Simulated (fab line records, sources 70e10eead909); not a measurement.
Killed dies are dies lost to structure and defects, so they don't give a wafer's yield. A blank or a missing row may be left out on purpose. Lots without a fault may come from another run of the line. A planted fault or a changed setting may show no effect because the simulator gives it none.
fab line records | flow nand_harc
record lots=11 wafers=33 last_day=24
route steps=1159 shown P_M1@299 END@1159
lots that met no fault: from a run of the same line without faults
start_h: hours from the record's first day to the start of the lot's first wafer shown | wait_h: hours since the lot's step before | " the same as in the row above | L1.1+2: a row that stands for several wafers | - no value, or no start given | * or withheld: withheld | < > ~ a bound
route shown NAME@n: a module of which the file shows steps, and the number in the route of the first | usual: mean/standard deviation of fault-free wafers | same: alike in all rows | chamber/n: place in a boat | sites: the reading at each site | _std_site: their standard deviation | _edge_site: outer sites' mean less inner sites' | radius_mm: how far each site lies from the wafer's centre | mask NAME#n: copy n | behind: the tool/chamber that last shaped the wafer | hold: why the lot was held/for how many hours/how that ended | device: the transistor (n, p or np) that didn't switch | end of line: the same wafers' tests at the end of the route | a step without rows: its recipe alone | killed: dies lost to structure and defects at the first sort, not the wafer's yield | map: a wafer's dies, x killed, . not, _ none there
set.NAME: the setting as run; set.NAME@STEP: as run at that earlier step | model.NAME: the simulator's own value behind a step, which no gauge read
steps of the route over a sample of lots; a table a step, a row a wafer
services: from which hour (start_h, from the record's first day; less than 0 if before it) a tool's chamber was out of use, for how many hours, and why
## steps
# step NHARC_P_M1_ETCH_35
# recipe target_depth_a=400 overetch_a=120 time_s=43.94 ion_energy_ev=200 n2_flow_sccm=150 h2_flow_sccm=150 ar_flow_sccm=0 rf_w=400 bias_w=150 chemistry=N2/H2
# usual chamber_pressure_mTorr=30.000/0.028 drypump_motor_current_A=5.7/0.45 oes_product_au=1.000/0.007 rf_vpp_V=431.0/2.2 showerhead_plenum_p_Torr=2.06/0.082 throttle_valve_pct=14.171/0.0089
# columns lot.wafer tool chamber start_h wait_h chamber_pressure_mTorr drypump_motor_current_A oes_product_au rf_hours_counter_h rf_vpp_V showerhead_plenum_p_Torr throttle_valve_pct
L648.1 rie_diel-04 3 128.71 0.1 29.994 6.2 0.995 0 429.1 1.93 14.158
L648.2 " 0 " " 30.037 5.1 1.003 0 431.2 2.08 14.170
L648.5 " 2 " " 29.990 5.0 1.009 - 428.0 1.97 14.157
L647.3 rie_diel-12 3 129.22 0.1 29.988 5.9 1.006 6 431.0 2.01 14.185
L647.2 " 1 " " 29.957 5.6 0.997 5 428.2 1.96 14.186
L647.6 " 3 " " 29.990 5.9 0.998 - 429.7 2.01 14.169
L649.4 rie_diel-12 2 137.18 0.1 30.014 5.9 0.996 6 435.5 2.20 14.176
L649.3 " 3 " " 29.979 5.9 1.011 7 429.4 2.01 14.183
L649.5 " 3 " " 30.049 5.9 0.998 - 430.0 2.01 14.145
L650.2 rie_diel-12 0 138.65 0.1 30.010 6.1 1.006 6 431.9 2.06 14.185
L650.5 " 1 " " 29.995 5.6 0.997 - 429.1 1.96 14.160
L650.6 " 2 " " 30.035 5.9 1.002 - 434.2 2.20 14.168
L652.2 rie_diel-04 2 155.29 0.1 30.004 5.0 1.012 3 427.2 1.97 14.178
L652.1 " 3 " " 30.029 6.2 1.016 2 426.6 1.93 14.158
L652.6 " 3 " " 29.979 6.2 1.002 - 427.4 1.93 14.167
L655.3 rie_diel-08 1 165.60 0.1 29.982 5.1 0.831 1 432.4 2.09 14.192
L655.4 " 0 " " 30.034 5.2 0.814 1 432.0 2.16 14.171
L655.6 " 2 " " 29.980 5.2 0.996 - 430.9 2.06 14.173
L656.3 rie_diel-08 2 181.44 0.1 29.966 5.2 0.834 1 431.1 2.06 14.171
L656.2 " 0 " " 30.011 5.2 0.999 1 431.8 2.16 14.171
L656.6 " 1 " " 29.986 5.2 0.997 - 431.7 2.09 14.172
L658.4 rie_diel-08 1 194.62 0.1 30.014 5.2 0.824 2 431.8 2.09 14.163
L658.2 " 2 " " 30.016 5.3 0.996 1 431.0 2.06 14.169
L658.5 " 0 " " 29.963 5.2 0.997 - 432.9 2.16 14.161
L664.4 rie_diel-12 3 220.70 0.1 29.975 5.9 0.995 0 428.4 2.01 14.169
L664.2 " 0 " " 29.969 6.1 1.005 0 429.9 2.06 14.176
L664.1 " 1 " " 30.024 5.6 1.010 0 428.1 1.96 14.182
L669.1 rie_diel-12 2 249.94 0.1 29.945 5.9 1.000 2 433.0 2.20 14.168
L669.2 " 0 " " 29.993 6.1 1.011 1 429.8 2.06 14.172
L669.3 " 1 " " 29.978 5.6 1.004 2 426.8 1.96 14.172
L668.1 rie_diel-04 2 250.72 0.1 29.963 5.0 1.011 11 429.0 1.97 14.172
L668.4 " 3 " " 30.001 6.2 1.004 11 426.2 1.92 14.163
L668.5 " 1 " " 29.993 6.4 0.985 - 428.7 1.95 14.175
# step NHARC_P_M1_STRIP_18
# recipe power_w=1000 n2_flow_sccm=150 h2_flow_sccm=150 ar_flow_sccm=0 bias_w=0 chemistry=N2/H2
# usual chamber_pressure_mTorr=30.002/0.026 drypump_motor_current_A=5.7/0.48 oes_product_au=0.999/0.0079 rf_vpp_V=90.8/1 showerhead_plenum_p_Torr=2.05/0.083 throttle_valve_pct=14.171/0.0088
# columns lot.wafer tool chamber start_h wait_h chamber_pressure_mTorr drypump_motor_current_A oes_product_au rf_hours_counter_h rf_vpp_V showerhead_plenum_p_Torr throttle_valve_pct
L648.2 rie_diel-04 1 129.03 0.1 30.008 6.4 0.993 0 91.7 1.95 14.158
L648.1 " 2 " " 30.040 5.0 1.001 0 90.2 1.97 14.186
L648.5 " 0 " " 29.993 5.1 1.004 - 91.8 2.08 14.175
L647.2 rie_diel-04 1 129.52 0.1 29.959 6.4 0.993 0 89.9 1.95 14.173
L647.3 " 0 " " 29.980 5.1 1.000 0 91.1 2.08 14.166
L647.6 " 2 " " 30.055 5.0 0.999 - 89.3 1.97 14.183
L649.3 rie_diel-08 2 137.47 0.1 30.045 5.2 0.988 0 91.4 2.06 14.166
L649.4 " 1 " " 30.022 5.2 1.003 0 92.8 2.09 14.169
L649.5 " 3 " " 30.008 6.1 0.993 - 90.7 2.10 14.174
L650.2 rie_diel-08 2 138.94 0.1 29.966 5.3 0.994 0 90.5 2.06 14.167
L650.6 " 2 " " 29.942 5.2 0.995 - 92.4 2.06 14.181
L650.5 " 3 " " 29.937 6.1 1.001 - 92.3 2.10 14.157
L652.1 rie_diel-04 2 155.64 0.1 29.977 5.0 1.012 3 88.2 1.97 14.174
L652.2 " 3 " " 30.034 6.2 0.996 2 89.4 1.93 14.171
L652.6 " 2 " " 29.991 5.0 1.000 - 90.6 1.97 14.175
L655.3 rie_diel-08 1 165.92 0.1 30.034 5.1 1.003 1 91.3 2.09 14.178
L655.4 " 3 " " 29.975 6.1 1.004 1 90.9 2.10 14.171
L655.6 " 1 " " 30.008 5.1 0.995 - 90.8 2.09 14.159
L656.3 rie_diel-08 3 181.73 0.1 29.999 6.1 1.001 1 90.7 2.10 14.163
L656.2 " 1 " " 29.969 5.2 1.004 1 91.1 2.09 14.157
L656.6 " 3 " " 29.968 6.1 0.996 - 92.3 2.10 14.166
L658.2 rie_diel-12 0 194.93 0.1 30.041 6.2 1.011 9 91.0 2.06 14.169
L658.4 " 1 " " 29.973 5.6 1.004 9 90.1 1.96 14.181
L658.5 " 0 " " 30.000 6.2 1.007 - 90.2 2.06 14.171
L664.1 rie_diel-12 1 221.01 0.1 29.989 5.6 0.998 0 92.2 1.96 14.162
L664.4 " 2 " " 29.964 5.9 0.998 0 91.0 2.20 14.166
L664.2 " 3 " " 29.989 5.9 1.014 0 92.4 2.01 14.189
L669.2 rie_diel-08 0 250.26 0.1 30.002 5.2 0.999 3 90.9 2.16 14.167
L669.3 " 2 " " 30.001 5.2 0.990 3 89.0 2.05 14.161
L669.1 " 3 " " 30.003 6.1 1.006 3 91.2 2.10 14.168
L668.4 rie_diel-08 0 251.01 0.1 29.988 5.2 0.980 3 91.5 2.16 14.170
L668.1 " 3 " " 29.991 6.1 0.992 3 91.7 2.10 14.175
L668.5 " 0 " " 29.996 5.2 0.983 - 91.7 2.16 14.181
# step NHARC_P_M1_PVD_21
# recipe target_thk_a=300 chamber_pressure_pa=5 power_w=5000 substrate_temp_c=30 time_s=20.49 material=Cu
# usual throttle_valve_pct=30.0/0.78
# columns lot.wafer tool chamber start_h wait_h throttle_valve_pct
L648.1 pvd_sputter-03 - - - 30.0
L648.2 " - " " 29.6
L648.5 " - " " 30.0
L647.2 pvd_sputter-02 - - - 29.9
L647.3 " - " " 28.7
L647.6 " - " " 31.3
L649.4 pvd_sputter-03 - - - 29.1
L649.3 " - " " 29.6
L649.5 " - " " 29.3
L650.2 pvd_sputter-02 - - - 28.9
L650.5 " - " " 29.8
L650.6 " - " " 28.8
L652.1 pvd_sputter-02 - - - 31.0
L652.2 " - " " 28.6
L652.6 " - " " 29.9
L655.4 pvd_sputter-02 - - - 29.7
L655.3 " - " " 28.9
L655.6 " - " " 31.4
L656.3 pvd_sputter-01 - - - 29.1
L656.2 " - " " 30.2
L656.6 " - " " 29.8
L658.2 pvd_sputter-03 - - - 30.4
L658.4 " - " " 29.5
L658.5 " - " " 30.1
L664.1 pvd_sputter-01 - - - 30.1
L664.2 " - " " 29.2
L664.4 " - " " 30.2
L669.3 pvd_sputter-01 - - - 30.0
L669.2 " - " " 29.1
L669.1 " - " " 30.5
L668.4 pvd_sputter-02 - - - 32.3
L668.1 " - " " 29.2
L668.5 " - " " 32.1
# step NHARC_P_M1_ANNEAL_31
# recipe temp_c=225 time_s=90
# usual wafer_temp_C_max=226.3/0.31
# columns lot.wafer tool chamber start_h wait_h wafer_temp_C_max
L648.1 rtp_anneal-01 0 130.38 0.3 226.4
L648.2 " 0 " " 226.3
L648.5 " 0 " " 226.3
L647.2 rtp_anneal-01 0 130.95 - 226.0
L647.3 " 0 " " 226.0
L647.6 " 0 " " 226.1
L649.3 rtp_anneal-02 0 138.97 - 226.2
L649.4 " 0 " " 226.5
L649.5 " 0 " " 225.9
L650.2 rtp_anneal-01 0 140.40 - 226.6
L650.5 " 0 " " 226.7
L650.6 " 0 " " 226.6
L652.1 rtp_anneal-02 0 157.05 0.3 227.0
L652.2 " 0 " " 226.5
L652.6 " 0 " " 226.4
L655.3 rtp_anneal-01 0 167.41 0.4 226.6
L655.4 " 0 " " 226.3
L655.6 " 0 " " 226.2
L656.2 rtp_anneal-02 0 183.19 0.4 226.7
L656.3 " 0 " " 225.9
L656.6 " 0 " " 226.7
L658.2 rtp_anneal-01 0 196.37 - 226.1
L658.4 " 0 " " 226.0
L658.5 " 0 " " 227.1
L664.1 rtp_anneal-02 0 222.45 0.3 226.2
L664.2 " 0 " " 226.7
L664.4 " 0 " " 226.1
L669.1 rtp_anneal-01 0 251.71 0.3 226.0
L669.2 " 0 " " 226.2
L669.3 " 0 " " 226.1
L668.1 rtp_anneal-02 0 252.38 - 226.7
L668.4 " 0 " " 226.4
L668.5 " 0 " " 227.2
# step NHARC_END_SORT_01
# recipe temp_c=25
# usual defect_limited_yield=95.2/1.6 killed_at_array=28/11 killed_at_other=0.8/1.3 killed_at_periphery=3.6/2.5 killed_dies=32/11 killed_open=3.0/1.8 killed_short=2.0/1.5 sort_bin_2_pct=1.5/0.66 sort_bin_3_pct=0.25/0.23 sort_bin_4_pct=3.0/1.1 sort_n_pass=645/11 sort_rim_yield_pct=96.0/2.9 sort_yield_pct=95.2/1.6
# same gross_dies=677 sort_bin_5_pct[%]=0 sort_bin_6_pct[%]=0 sort_bin_7_pct[%]=0 sort_bin_8_pct[%]=0 sort_rim_n_gross=106.00
# columns lot.wafer tool chamber start_h wait_h defect_limited_yield[%] killed_at_array killed_at_other killed_at_periphery killed_dies killed_open killed_short sort_bin_2_pct[%] sort_bin_3_pct[%] sort_bin_4_pct[%] sort_n_pass sort_rim_yield_pct[%] sort_yield_pct[%]
L668.1 prober-01 0 570.12 2.5 95.1 31 0 2 33 4 3 1.2 0.44 3.2 644 99.1 95.1
L668.4 prober-01 0 572.51 3.4 96.9 17 0 4 21 4 2 1.5 0.15 1.5 656 98.1 96.9
L668.5 prober-01 0 573.31 3.7 95.7 26 0 3 29 8 0 1.0 0.59 2.7 648 94.3 95.7
# killed by level:class
L668.1 A_CHANNEL_HOLE_D1:chamber_film_flake=10 A_ZERO_WELL:chamber_film_flake=6 A_CONTACT:chamber_film_flake=4 A_STAIRCASE:chamber_film_flake=3 A_ONON_D1:geometric_particle:short=1 A_ONON_D1:geometric_particle:open=1 A_CHANNEL_HOLE_D1:geometric_particle:open=1 A_SGD_CUT:geometric_particle:short=1
L668.4 A_CHANNEL_HOLE_D1:chamber_film_flake=5 A_STAIRCASE:chamber_film_flake=5 A_CONTACT:chamber_film_flake=4 A_M0:geometric_particle:open=2 P_STI:geometric_particle:short=1 P_CONTACT:geometric_particle:open=1 P_M1:geometric_particle:short=1 A_CONTACT:geometric_particle:open=1
L668.5 A_CHANNEL_HOLE_D1:chamber_film_flake=10 A_CONTACT:chamber_film_flake=5 A_CHANNEL_FILL_D1:geometric_particle:open=3 P_GATE:chamber_film_flake=3 A_CHANNEL_HOLE_D1:geometric_particle:open=2 A_STAIRCASE:chamber_film_flake=2 A_SLIT:geometric_particle:open=1 A_WL_FILL:geometric_particle:open=1
## services
# columns tool chamber start_h hours kind
rie_diel-08 0 107.03 5.1 repair
rie_diel-04 - 112.25 9.0 pm
rie_diel-08 - 124.80 9.0 pm
rie_diel-08 0 124.80 9.0 vent_cycle
rie_diel-08 1 124.80 9.0 vent_cycle
rie_diel-08 2 124.80 9.0 vent_cycle
rie_diel-08 3 124.80 9.0 vent_cycle
pvd_sputter-03 - 133.31 2.0 repair
rie_diel-08 0 133.80 - clean
rie_diel-08 1 133.80 - clean
rie_diel-08 2 133.80 - clean
rie_diel-08 3 133.80 - clean
rie_diel-04 0 136.29 22.1 repair
pvd_sputter-01 - 152.11 2.6 repair
pvd_sputter-01 - 158.00 10.0 pm
rie_diel-08 0 158.30 - clean
rie_diel-08 1 158.30 - clean
rie_diel-04 2 168.41 2.5 repair
rie_diel-12 - 202.40 9.0 pm
pvd_sputter-02 - 206.14 3.0 repair
pvd_sputter-02 - 214.00 10.0 pm
rie_diel-12 0 231.48 9.0 repair
rie_diel-12 3 240.93 16.4 repair
rie_diel-12 1 242.28 2.0 repair
## key
first_sign step=NHARC_P_M1_ETCH_35 reading=oes_product_au direction=down sigmas=25 usual=1.000 struck=0.825
effect none on later readings
met_at NHARC_P_M1_ETCH_35
struck_lots L655,L656,L658
struck_wafers L655.3,L655.4,L656.3,L658.4
not_acting_at NHARC_P_M1_STRIP_18,NHARC_P_M1_PVD_21,NHARC_P_M1_ANNEAL_31
fault kind=process_parameter_drift tool=rie_diel-08 chamber=- onset_h=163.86 steps=NHARC_P_M1_ETCH_35 channel=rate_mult offset=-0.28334 shape=step end_h=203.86 scope=struck_wafers_only
